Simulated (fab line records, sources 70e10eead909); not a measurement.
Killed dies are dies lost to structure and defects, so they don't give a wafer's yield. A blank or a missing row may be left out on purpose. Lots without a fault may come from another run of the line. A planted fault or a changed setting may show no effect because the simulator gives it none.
Chamber matching | flow nand_harc | NHARC_A_CONTACT_ALD_18 on ald_metal-04: 4 sister chambers
The step deposits TiN, target thk 3 nm, pulse time 1 s, ald cycles 150. 20 wafers are shown with their chamber, then 10 later ones without.

WAFERS WITH THEIR CHAMBER
wafer  | chamber | heater_power_w (W) | precursor_pulse_height_rel
L079.3 | 3       | 1068               | 0.990
L079.5 | 1       | 1098               | 1.006
L079.6 | 0       | 1015               | 1.016
L080.4 | 1       | 1113               | 0.987
L080.5 | 3       | 1063               | 1.017
L080.6 | 0       | 1038               | 1.032
L083.1 | 3       | 1059               | 0.975
L083.4 | 2       | 1215               | 0.963
L083.6 | 2       | 1236               | 0.997
L087.2 | 1       | 1100               | 0.973
L087.4 | 2       | 1224               | 0.990
L087.5 | 1       | 1134               | 1.010
L089.3 | 1       | 1096               | 1.037
L089.4 | 3       | 1135               | 0.988
L089.5 | 2       | 1108               | 0.996
L091.1 | 1       | 1075               | 1.004
L091.3 | 0       | 1015               | 0.998
L091.4 | 2       | 1095               | 0.990
L088.2 | 3       | 1128               | 0.997
L088.3 | 1       | 1052               | 1.004

SIGNATURES (means of the wafers above)
reading                    | chamber 0 | chamber 1 | chamber 2 | chamber 3 | scatter within a chamber
heater_power_w             | 1022.67   | 1095.43   | 1175.60   | 1090.60   | 42.4
precursor_pulse_height_rel | 1.01533   | 1.00300   | 0.98720   | 0.99340   | 0.0171
Rule: a wafer's distance from a chamber is the root of the sum, over the readings, of the square of ((its reading less the chamber's mean) divided by the reading's scatter). The wafer belongs to the nearest chamber; if the next one is less than 2 further off, it can't be placed. The scatter: the root of (the sum of the squares of (reading less its chamber's mean) over the shown wafers, divided by (wafers less chambers)).

WAFERS WITHOUT THEIR CHAMBER
wafer  | heater_power_w (W) | precursor_pulse_height_rel
L088.5 | 1050               | 1.011
L094.1 | 1013               | 0.979
L094.4 | 1072               | 1.007
L094.5 | 1128               | 0.964
L093.3 | 1028               | 0.975
L093.5 | 1081               | 1.016
L093.6 | 1012               | 1.002
L095.2 | 1014               | 1.004
L095.5 | 1010               | 1.034
L095.6 | 1063               | 0.973

WHICH CHAMBER EACH WENT THROUGH
wafer  | from the rows above               | in truth
L088.5 | can't be placed: 0 or 1 or 3      | 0
L094.1 | can't be placed: 3 or 0 or 1 or 2 | 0
L094.4 | can't be placed: 1 or 3 or 0      | 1
L094.5 | can't be placed: 2 or 3 or 1      | 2
L093.3 | can't be placed: 3 or 1 or 0 or 2 | 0
L093.5 | can't be placed: 1 or 3 or 0 or 2 | 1
L093.6 | can't be placed: 0 or 3 or 1      | 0
L095.2 | can't be placed: 0 or 3 or 1      | 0
L095.5 | can't be placed: 0 or 1 or 3      | 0
L095.6 | can't be placed: 3 or 1 or 0 or 2 | 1
Placed correctly: 0 of 10. Can't be placed from these rows: 10 (the true chamber is among the candidates in 10). Placed wrongly: 0.
